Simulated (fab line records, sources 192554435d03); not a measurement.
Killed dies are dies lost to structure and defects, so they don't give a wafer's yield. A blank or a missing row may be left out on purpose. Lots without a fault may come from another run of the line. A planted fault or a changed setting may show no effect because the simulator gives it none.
Which tool did it? | flow n5_finfet | 10 lots, 29 wafers sampled, at 3 steps of a route of 1938

WHAT THE GAUGES READ, wafer by wafer
N5_BEOL_M9_OVL_MEAS_29.
lot  | measured     | on         | V8_OVL (nm)
L453 | day 11 10:29 | overlay-02 | -1.3 -1.5 -1.4
L455 | day 11 13:56 | overlay-02 | 0.8 0.3 0.4
L457 | day 11 23:25 | overlay-02 | 0.8 0.9 -0.6
L458 | day 12 21:50 | overlay-02 | 0.8 0.3 1.8
L460 | day 13 03:52 | overlay-02 | 0.7 -0.8 -0.3
L463 | day 13 21:43 | overlay-02 | -0.2 1.0 0.0
L461 | day 13 21:53 | overlay-02 | 4.3 5.0 4.6
L466 | day 14 20:05 | overlay-02 | 3.7 4.0 4.0
L467 | day 15 04:43 | overlay-02 | 0.4 0.3 0.9
L470 | day 15 22:58 | overlay-02 | -1.0 0.2

WHICH TOOL RAN EACH LOT (tool, then ch and the chambers of the sampled wafers, then the start)
lot  | N5_BEOL_M9_ETCH_62                 | N5_BEOL_M9_EXPOSE_25
L453 | rie_diel-01 ch 0,1,2, day 11 08:14 | euv_scanner-02 ch 0, day 11 10:00
L455 | rie_diel-01 ch 0,1, day 11 12:01   | euv_scanner-02 ch 0, day 11 13:46
L457 | rie_diel-01 ch 0,1,3, day 11 20:42 | euv_scanner-01 ch 0, day 11 23:16
L458 | rie_diel-04 ch 1,3, day 12 20:15   | euv_scanner-02 ch 0, day 12 21:38
L460 | rie_diel-01 ch 0,1,2, day 13 02:08 | euv_scanner-02 ch 0, day 13 03:43
L463 | rie_diel-03 ch 0,1,2, day 13 18:26 | euv_scanner-01 ch 0, day 13 21:34
L461 | rie_diel-03 ch 1,2, day 13 19:27   | euv_scanner-02 ch 0, day 13 21:44
L466 | rie_diel-04 ch 0,1,3, day 14 18:46 | euv_scanner-02 ch 0, day 14 19:55
L467 | rie_diel-04 ch 0,1,3, day 15 03:44 | euv_scanner-01 ch 0, day 15 04:34
L470 | rie_diel-04 ch 0,3, day 15 17:33   | euv_scanner-01 ch 0, day 15 22:49
- N5_BEOL_M9_ETCH_62: etches SOC in N2/H2, target depth 110 nm, overetch 22 nm, time 165 s.
- N5_BEOL_M9_EXPOSE_25: exposes mask V8.

THE ANSWER, worked out from the rows above alone
Rule: what is usual is taken from the lots themselves. Put in order of their means at a reading, lots are off if they are a third of the lots or fewer, leave a main group of 4 or more, and stand apart from it by a gap of 3 or more times the standard deviation of the main group's means; of several such gaps the widest counts. A main group whose means are all the same, to the digits that the tables above print for the reading, isn't used. A lot without any number at a reading at which 4 lots or more have one is off too. The other lots that the step has rows for count as sound.
Off: L461, L466, at N5_BEOL_M9_OVL_MEAS_29 (V8_OVL). The main group: mean 0.1 nm, standard deviation 0.68.
A tool fits if, at a process step before that reading, it ran every lot that is off, and no sound lot after the first of them. The gauges at N5_BEOL_M9_OVL_MEAS_29 are tried like those tools. One fits: euv_scanner-02 at N5_BEOL_M9_EXPOSE_25. Its last sound lot is L460 (day 13 03:43), its first lot that is off L461 (day 13 21:44): a fault that began between those two fits.

WHAT THE SIMULATOR HAD PUT IN
Scanner matching overlay: euv_scanner-02, from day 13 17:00 on, at N5_BEOL_M9_EXPOSE_25. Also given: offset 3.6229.
Lots struck among those shown: L461, L466. The rule above found the same.
